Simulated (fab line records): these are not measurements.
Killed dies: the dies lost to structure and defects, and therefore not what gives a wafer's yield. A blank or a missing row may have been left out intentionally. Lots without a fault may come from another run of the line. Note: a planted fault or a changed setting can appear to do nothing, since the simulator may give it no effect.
Struck lot and sound lot, side by side :: flow n5-finfet :: 23 steps out of a route of 1938
Sound: wafers L687.1, L687.3, L687.6. Struck: wafers L693.2, L693.5, L693.6. The cause is given at the end.
At each step with rows: each side's tool, then ch and its chambers, then its first start. Under that, the readings that differ: sound wafers :: struck wafers :: difference of the means :: sigmas: that difference in standard deviations of wafers without a fault.
alike: readings with means less than 2 such deviations apart, plus words and numbers identical on both sides. not compared: withheld readings, readings lacking a value on some wafer, bounds such as >300 that could conceal the same value, and numbers that have no deviation in the record and whose values overlap.
A row with sigmas, a row that says differs or no value, or rows on one side alone: a step with any of these is where the two part. Numbers that have no deviation but don't overlap get no sigmas and don't part them. A reading that every wafer of one side lacks parts them only if that side has two wafers or more.

first, 11 steps without rows for these wafers: N5_WELL_APT_OXIDE_STRIP_42 (strips SiO2 in dHF, time 45 s, target depth 12 nm); N5_WELL_APT_PRECLEAN_36 (cleans in O3/DIW, time 45 s); N5_WELL_APT_PRECLEAN_39 (cleans in dHF, time 60 s); N5_WELL_APT_SRD_37 (time 30 s); N5_WELL_APT_EPI_41 (deposits Si from SiH4/H2, target thk 50 nm, time 297.7 s); N5_PMOS_HMC_CHANNEL_EPI_HM_DEP_34 (deposits SiO2 from TEOS/O2, target thk 36 nm, time 6.9 s); N5_PMOS_HMC_CHANNEL_EPI_COAT_31 (time 60 s, resist thk 66 nm); N5_PMOS_HMC_CHANNEL_EPI_COAT_03 (resist thk 205 nm); N5_PMOS_HMC_CHANNEL_EPI_EBR_05; N5_PMOS_HMC_CHANNEL_EPI_SOFTBAKE_04 (time 60 s); N5_PMOS_HMC_CHANNEL_EPI_EXPOSE_06 (exposes mask PMOS HMC BLK, target cd 240 nm).
N5_PMOS_HMC_CHANNEL_EPI_PEB_07: peb time 60 s.
  sound on litho-track-05 ch 0, day 3 17:50; struck on litho-track-05 ch 0, day 5 05:48
then, 1 step without rows for these wafers: N5_PMOS_HMC_CHANNEL_EPI_DEVELOP_08 (develop time 30 s).
N5_PMOS_HMC_CHANNEL_EPI_CD_MEAS_09: the cd target is 237.4 nm.
  sound on cd-sem-02 ch 0, day 3 17:55; struck on cd-sem-03 ch 0, day 5 05:52
reading: cd-nm (nm)
sound: 237.1 238.6 237.4
struck: 243.7 244.3 242.6
difference: +5.8
sigmas: +6
N5_PMOS_HMC_CHANNEL_EPI_DESCUM_14: chemistry O2, time 7.9 s.
  sound on rie-diel-06 ch 0,2,3, day 3 18:00; struck on rie-diel-06 ch 0,1,3, day 5 06:01
reading: model.PMOS_HMC_CHANNEL_EPI.cd-nm (nm)
sound: 236.6 238.1 237.3
struck: 243.5 244.1 242.6
difference: +6.1
sigmas: 
  alike: drypump-motor-current-A, oes-product-au, rf-fwd-power-W, rf-vpp-V, showerhead-plenum-p-Torr, throttle-valve-pct
  not compared: rf-hours-counter-h
then, 5 steps without rows for these wafers: N5_PMOS_HMC_CHANNEL_EPI_ETCH_32 (etches BARC in N2/H2, stops on SiO2, target depth 85.8 nm, time 50.3 s); N5_PMOS_HMC_CHANNEL_EPI_HM_OPEN_15 (chemistry CHF3/O2, target SiO2, target depth 40.6 nm, time 20.3 s); N5_PMOS_HMC_CHANNEL_EPI_STRIP_33 (strips in N2/H2); N5_PMOS_HMC_CHANNEL_EPI_STRIP_17 (strips in SPM, time 750 s); N5_PMOS_HMC_CHANNEL_EPI_ETCH_38 (etches SiO2 in CF4, target depth 1.5 nm).
N5_PMOS_HMC_CHANNEL_EPI_FIN_RECESS_16: chemistry HBr/Cl2, target Si, target depth 54 nm, time 18 s.
  sound on rie-si-03 ch 0,3, day 3 18:28; struck on rie-si-05 ch 1,2,3, day 5 06:28
reading: model.PMOS_HMC_CHANNEL_EPI.cd-nm (nm)
sound: 240.4 240.6 239.7
struck: 247.2 245.2 244.1
difference: +5.3
sigmas: 
  alike: drypump-motor-current-A, oes-product-au, rf-fwd-power-W, throttle-valve-pct
  not compared: rf-hours-counter-h
then, 1 step without rows for these wafers: N5_PMOS_HMC_CHANNEL_EPI_PRECLEAN_36 (cleans in O3/DIW, time 45 s).
-- record jumps: 12 days separate the struck wafers' starts on either side; left off in module PMOS_HMC_CHANNEL_EPI, taken up again in module PASSIVATION, whose first shown step is the route's number 1936 --
N5_PASSIVATION_PROBE_49:
  sound on prober-02 at day 15 08:38; struck on prober-02 at day 16 20:56
reading: killed-at-other
sound: 2 3 4
struck: 5 14 9
difference: +6
sigmas: +2
  alike: killed_at_M0_to_M3, killed_at_M4_up, killed-at-contacts, killed-at-front-end, killed-dies, killed-on-rim, killed-open, killed-short

WHERE THEY PART
At N5_PMOS_HMC_CHANNEL_EPI_CD_MEAS_09 first; at N5_PASSIVATION_PROBE_49 last (within this record only).

WHY: what the simulator had put in
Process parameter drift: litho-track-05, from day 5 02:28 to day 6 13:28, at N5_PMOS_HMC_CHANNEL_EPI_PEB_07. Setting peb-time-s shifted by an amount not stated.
